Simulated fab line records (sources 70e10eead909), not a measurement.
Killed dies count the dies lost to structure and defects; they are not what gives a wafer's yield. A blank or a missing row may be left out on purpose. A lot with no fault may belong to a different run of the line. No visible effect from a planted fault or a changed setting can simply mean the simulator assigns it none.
The tool behind it: which one?	flow nand_harc	24 lots, 72 wafers sampled, at 6 steps of a route of 1302

## WHAT THE GAUGES READ, wafer by wafer
NHARC_P_M0_CD_MEAS_09 targets a cd of 90 nm.
lot	measured	on	cd_nm (nm)
L074	day 6 10:52	cd_sem-02	88.6 90.1 90.2
L075	day 6 12:27	cd_sem-02	90.9 90.0 89.9
L076	day 7 01:55	cd_sem-03	88.9 90.2 90.6
L077	day 7 07:29	cd_sem-03	90.2 89.9 90.5
L078	day 7 18:25	cd_sem-01	89.6 89.9 90.1
L079	day 8 07:55	cd_sem-01	89.7 90.1 88.7
L080	day 8 08:41	cd_sem-03	91.0 91.4 91.8
L081	day 8 20:53	cd_sem-03	91.7 90.8 90.8
L082	day 9 09:47	cd_sem-01	89.1 89.9 89.4
L083	day 9 22:19	cd_sem-01	88.6 90.2 89.9
L084	day 10 05:02	cd_sem-03	90.2 88.6 89.2
L085	day 10 14:55	cd_sem-03	90.6 90.2 90.8
L086	day 10 23:12	cd_sem-01	90.9 89.5 91.2
L087	day 11 09:28	cd_sem-01	90.6 90.0 89.6
L088	day 12 01:46	cd_sem-03	89.2 89.9 88.9
L089	day 12 05:25	cd_sem-02	90.4 90.0 90.2
L090	day 12 17:50	cd_sem-01	89.0 89.8 88.8
L091	day 13 02:54	cd_sem-02	90.2 90.2 90.2
L092	day 13 14:58	cd_sem-01	90.1 89.5 90.9
L093	day 13 19:20	cd_sem-03	90.3 90.3 90.2
L094	day 14 14:05	cd_sem-01	90.2 90.4 90.5
L095	day 14 14:34	cd_sem-01	90.0 89.9 90.1
L096	day 15 11:37	cd_sem-01	90.3 90.3 91.7
L097	day 15 19:34	cd_sem-03	90.2 90.8 91.1

NHARC_P_M0_INSPECT_27.
lot	measured	on	raw_defect_count
L074	day 6 13:31	defect_inspect-01	267 312 563
L075	day 6 15:06	defect_inspect-02	246 242 248
L076	day 7 04:35	defect_inspect-01	412 206 360
L077	day 7 10:09	defect_inspect-01	220 212 197
L078	day 7 21:04	defect_inspect-01	292 275 404
L079	day 8 10:34	defect_inspect-01	205 121 158
L080	day 8 11:20	defect_inspect-01	188 247 297
L081	day 8 23:34	defect_inspect-01	365 198 510
L082	day 9 12:26	defect_inspect-02	201 475 312
L083	day 10 01:07	defect_inspect-02	341 248 356
L084	day 10 07:46	defect_inspect-02	803 470 323
L085	day 10 17:35	defect_inspect-01	329 380 417
L086	day 11 01:52	defect_inspect-02	515 268 404
L087	day 11 12:11	defect_inspect-02	225 174 242
L088	day 12 04:25	defect_inspect-02	264 240 346
L089	day 12 08:05	defect_inspect-01	123 164 237
L090	day 12 20:30	defect_inspect-01	184 223 218
L091	day 13 06:37	defect_inspect-02	251 350 213
L092	day 13 17:49	defect_inspect-02	226 176 193
L093	day 13 21:59	defect_inspect-02	236 341 233
L094	day 14 16:47	defect_inspect-02	263 391 464
L095	day 14 17:34	defect_inspect-02	272 153 164
L096	day 15 14:22	defect_inspect-01	281 374 479
L097	day 15 22:13	defect_inspect-02	311 317 271

NHARC_P_M1_INSPECT_11.
lot	measured	on	raw_defect_count
L074	day 6 15:02	defect_inspect-01	2 5 7
L075	day 6 16:37	defect_inspect-01	4 2 4
L076	day 7 06:17	defect_inspect-02	2 4 2
L077	day 7 11:41	defect_inspect-01	4 5 4
L078	day 7 22:37	defect_inspect-01	4 7 6
L079	day 8 12:05	defect_inspect-01	8 1 5
L080	day 8 12:52	defect_inspect-01	2 2 5
L081	day 9 01:10	defect_inspect-01	2 1 1
L082	day 9 13:57	defect_inspect-01	3 4 4
L083	day 10 02:31	defect_inspect-02	5 6 2
L084	day 10 09:09	defect_inspect-02	6 11 7
L085	day 10 19:25	defect_inspect-01	7 8 7
L086	day 11 03:15	defect_inspect-02	3 6 3
L087	day 11 13:42	defect_inspect-01	13 9 13
L088	day 12 05:49	defect_inspect-01	6 2 4
L089	day 12 09:35	defect_inspect-01	4 2 4
L090	day 12 22:01	defect_inspect-02	2 4 7
L091	day 13 08:01	defect_inspect-01	4 4 2
L092	day 13 19:24	defect_inspect-02	2 2 3
L093	day 13 23:30	defect_inspect-01	8 2 6
L094	day 14 18:19	defect_inspect-02	7 6 5
L095	day 14 19:13	defect_inspect-01	3 0 2
L096	day 15 15:52	defect_inspect-02	4 4 5
L097	day 15 23:36	defect_inspect-02	4 3 2

## EACH LOT AND THE TOOL THAT RAN IT (in order: tool; ch and the chambers of the sampled wafers; start)
lot	NHARC_P_GATE_RTA_64	NHARC_P_CONTACT_ETCH_36	NHARC_P_M0_DEGAS_28
L074	rtp_anneal-01 ch 0, day 6 03:49	rie_diel-01 ch 0,1, day 6 10:52 or earlier	pvd_sputter-01, day 6 11:59
L075	rtp_anneal-01 ch 0, day 6 05:30	rie_diel-10 ch 2,3, day 6 12:27 or earlier	pvd_sputter-02, day 6 13:34
L076	rtp_anneal-02 ch 0, day 6 18:50	rie_diel-01 ch 0,1,2, day 7 01:55 or earlier	pvd_sputter-02, day 7 03:01
L077	rtp_anneal-02 ch 0, day 7 00:26	rie_diel-05 ch 2,3, day 7 07:29 or earlier	pvd_sputter-01, day 7 08:35
L078	rtp_anneal-01 ch 0, day 7 10:54	rie_diel-01 ch 0,1,3, day 7 18:25 or earlier	pvd_sputter-01, day 7 19:31
L079	rtp_anneal-02 ch 0, day 8 00:36	rie_diel-10 ch 1,2,3, day 8 07:55 or earlier	pvd_sputter-01, day 8 09:01
L080	rtp_anneal-02 ch 0, day 8 01:46	rie_diel-01 ch 0,3, day 8 08:41 or earlier	pvd_sputter-01, day 8 09:49
L081	rtp_anneal-02 ch 0, day 8 13:57	rie_diel-05 ch 0,1,3, day 8 20:53 or earlier	pvd_sputter-03, day 8 22:00
L082	rtp_anneal-01 ch 0, day 9 02:50	rie_diel-10 ch 0,3, day 9 09:47 or earlier	pvd_sputter-01, day 9 10:53
L083	rtp_anneal-02 ch 0, day 9 14:38	rie_diel-05 ch 1,2,3, day 9 22:19 or earlier	pvd_sputter-03, day 9 23:25
L084	rtp_anneal-02 ch 0, day 9 22:04	rie_diel-05 ch 1,2,3, day 10 05:02 or earlier	pvd_sputter-01, day 10 06:13
L085	rtp_anneal-02 ch 0, day 10 08:03	rie_diel-10 ch 0,1,2, day 10 14:55 or earlier	pvd_sputter-03, day 10 16:00
L086	rtp_anneal-01 ch 0, day 10 16:00	rie_diel-01 ch 0,3, day 10 23:12 or earlier	pvd_sputter-02, day 11 00:19
L087	rtp_anneal-02 ch 0, day 11 02:20	rie_diel-05 ch 1,2,3, day 11 09:28 or earlier	pvd_sputter-01, day 11 10:35
L088	rtp_anneal-02 ch 0, day 11 18:25	rie_diel-01 ch 0,1,2, day 12 01:46 or earlier	pvd_sputter-01, day 12 02:53
L089	rtp_anneal-02 ch 0, day 11 22:31	rie_diel-05 ch 1,2,3, day 12 05:25 or earlier	pvd_sputter-01, day 12 06:31
L090	rtp_anneal-01 ch 0, day 12 10:44	rie_diel-01 ch 0,2,3, day 12 17:50 or earlier	pvd_sputter-01, day 12 18:55
L091	rtp_anneal-01 ch 0, day 12 19:27	rie_diel-01 ch 0,2,3, day 13 02:54 or earlier	pvd_sputter-03, day 13 05:02
L092	rtp_anneal-02 ch 0, day 13 07:47	rie_diel-10 ch 1,2, day 13 14:58 or earlier	pvd_sputter-02, day 13 16:13
L093	rtp_anneal-01 ch 0, day 13 12:32	rie_diel-10 ch 0,3, day 13 19:20 or earlier	pvd_sputter-02, day 13 20:26
L094	rtp_anneal-01 ch 0, day 14 07:17	rie_diel-05 ch 1,2,3, day 14 14:05 or earlier	pvd_sputter-02, day 14 15:15
L095	rtp_anneal-02 ch 0, day 14 07:23	rie_diel-10 ch 0,2,3, day 14 14:34 or earlier	pvd_sputter-01, day 14 15:59
L096	rtp_anneal-02 ch 0, day 15 04:31	rie_diel-01 ch 0,2, day 15 11:37 or earlier	pvd_sputter-03, day 15 12:44
L097	rtp_anneal-01 ch 0, day 15 12:34	rie_diel-10 ch 2,3, day 15 19:34 or earlier	pvd_sputter-01, day 15 20:40
- NHARC_P_GATE_RTA_64: time 1 s.
- NHARC_P_CONTACT_ETCH_36: etches the open film in N2/H2, target depth 260 nm, time 406.25 s.
- NHARC_P_M0_DEGAS_28: time 60 s.

## WHAT THE TOOLS THEMSELVES READ (means of the sampled wafers that have a number; where no wafer has one, the mark that the record gives instead)
NHARC_P_GATE_RTA_64.
lot	tool	anneal_temp_c_max	lamp_power_pct (%)	wafer_temp_C_max
L074	rtp_anneal-01	1055.7	33.1	1056.8
L075	rtp_anneal-01	1055.9	33.2	1055.9
L076	rtp_anneal-02	1057.0	34.7	1052.5
L077	rtp_anneal-02	1055.5	34.7	1052.9
L078	rtp_anneal-01	1055.3	33.2	1056.5
L079	rtp_anneal-02	1055.6	34.7	1052.3
L080	rtp_anneal-02	1057.8	34.7	1052.1
L081	rtp_anneal-02	1056.0	34.7	1052.5
L082	rtp_anneal-01	1055.2	33.2	1055.8
L083	rtp_anneal-02	1056.1	34.7	1051.7
L084	rtp_anneal-02	1055.8	34.7	1052.7
L085	rtp_anneal-02	1056.9	34.7	1052.3
L086	rtp_anneal-01	1056.0	33.2	1056.8
L087	rtp_anneal-02	1057.0	34.7	1052.5
L088	rtp_anneal-02	1055.3	34.7	1052.9
L089	rtp_anneal-02	1056.9	34.7	1052.2
L090	rtp_anneal-01	1055.9	33.2	1055.8
L091	rtp_anneal-01	1056.4	33.2	1056.8
L092	rtp_anneal-02	1055.3	34.7	1052.6
L093	rtp_anneal-01	1055.2	33.2	1056.2
L094	rtp_anneal-01	1056.3	33.2	1056.1
L095	rtp_anneal-02	1056.1	34.7	1051.6
L096	rtp_anneal-02	1056.5	34.7	1052.1
L097	rtp_anneal-01	1056.3	33.2	1055.2

NHARC_P_CONTACT_ETCH_36.
lot	tool	chamber_pressure_mTorr (mTorr)	drypump_motor_current_A (A)	oes_product_au (a.u.)	rf_vpp_V (V)	showerhead_plenum_p_Torr (Torr)	throttle_valve_pct (%)
L074	rie_diel-01	30.013	5.7	0.994	431.8	2.10	14.175
L075	rie_diel-10	30.005	5.8	1.007	432.4	2.11	14.177
L076	rie_diel-01	29.995	5.7	0.998	431.9	2.09	14.170
L077	rie_diel-05	29.994	5.6	1.016	430.1	1.99	14.166
L078	rie_diel-01	29.998	5.5	0.992	430.0	2.05	14.184
L079	rie_diel-10	29.993	5.8	1.001	434.2	2.15	14.162
L080	rie_diel-01	30.005	5.4	0.991	429.6	2.00	14.175
L081	rie_diel-05	30.000	6.0	1.001	433.2	2.12	14.162
L082	rie_diel-10	30.004	5.2	1.003	433.1	2.16	14.168
L083	rie_diel-05	29.984	5.8	1.004	430.8	2.05	14.171
L084	rie_diel-05	30.000	5.8	1.001	430.8	2.05	14.173
L085	rie_diel-10	29.988	5.7	1.005	432.6	2.13	14.177
L086	rie_diel-01	30.016	5.6	0.999	431.4	2.09	14.172
L087	rie_diel-05	30.016	5.8	1.000	431.0	2.05	14.172
L088	rie_diel-01	29.993	5.7	0.999	431.4	2.09	14.172
L089	rie_diel-05	29.992	5.8	0.993	430.4	2.05	14.174
L090	rie_diel-01	29.990	5.6	0.993	430.3	2.04	14.170
L091	rie_diel-01	30.016	5.5	1.000	430.1	2.04	14.160
L092	rie_diel-10	30.011	5.9	1.001	433.3	2.14	14.180
L093	rie_diel-10	30.012	5.2	0.999	433.2	2.15	14.181
L094	rie_diel-05	30.003	5.8	1.006	431.1	2.05	14.165
L095	rie_diel-10	30.009	5.5	0.999	432.8	2.13	14.176
L096	rie_diel-01	30.006	5.7	1.001	431.4	2.08	14.164
L097	rie_diel-10	29.984	5.6	0.994	434.7	2.16	14.171

NHARC_P_M0_DEGAS_28.
lot	tool	heater_power_w (W)
L074	pvd_sputter-01	346
L075	pvd_sputter-02	321
L076	pvd_sputter-02	331
L077	pvd_sputter-01	347
L078	pvd_sputter-01	325
L079	pvd_sputter-01	367
L080	pvd_sputter-01	342
L081	pvd_sputter-03	362
L082	pvd_sputter-01	342
L083	pvd_sputter-03	362
L084	pvd_sputter-01	341
L085	pvd_sputter-03	322
L086	pvd_sputter-02	299
L087	pvd_sputter-01	361
L088	pvd_sputter-01	319
L089	pvd_sputter-01	322
L090	pvd_sputter-01	318
L091	pvd_sputter-03	353
L092	pvd_sputter-02	321
L093	pvd_sputter-02	322
L094	pvd_sputter-02	337
L095	pvd_sputter-01	327
L096	pvd_sputter-03	345
L097	pvd_sputter-01	333

## THE ANSWER, worked out from the rows above alone
Rule: what is usual is taken from the lots themselves. The widest of any qualifying gaps counts: lots, ordered by their means at a reading, are off when they make up no more than a third of the lots, leave a main group of 4 or more, and stand apart from it by 3 or more times the standard deviation of that group's means. Not used: any main group whose means are identical at the precision the tables above print for the reading. A lot without any number at a reading at which 4 lots or more have one is off too. Any other lot the step has rows for is counted as sound. Order of review: gauges by route order, followed by the tools' own readings, for which a lot's mean as printed above is used. The first step at which some lot is off is used, and at that step the reading that is off furthest; a lot without a number counts as furthest.
None of the lots is off at any reading shown; this tells nothing.

## WHAT THE SIMULATOR PUT IN
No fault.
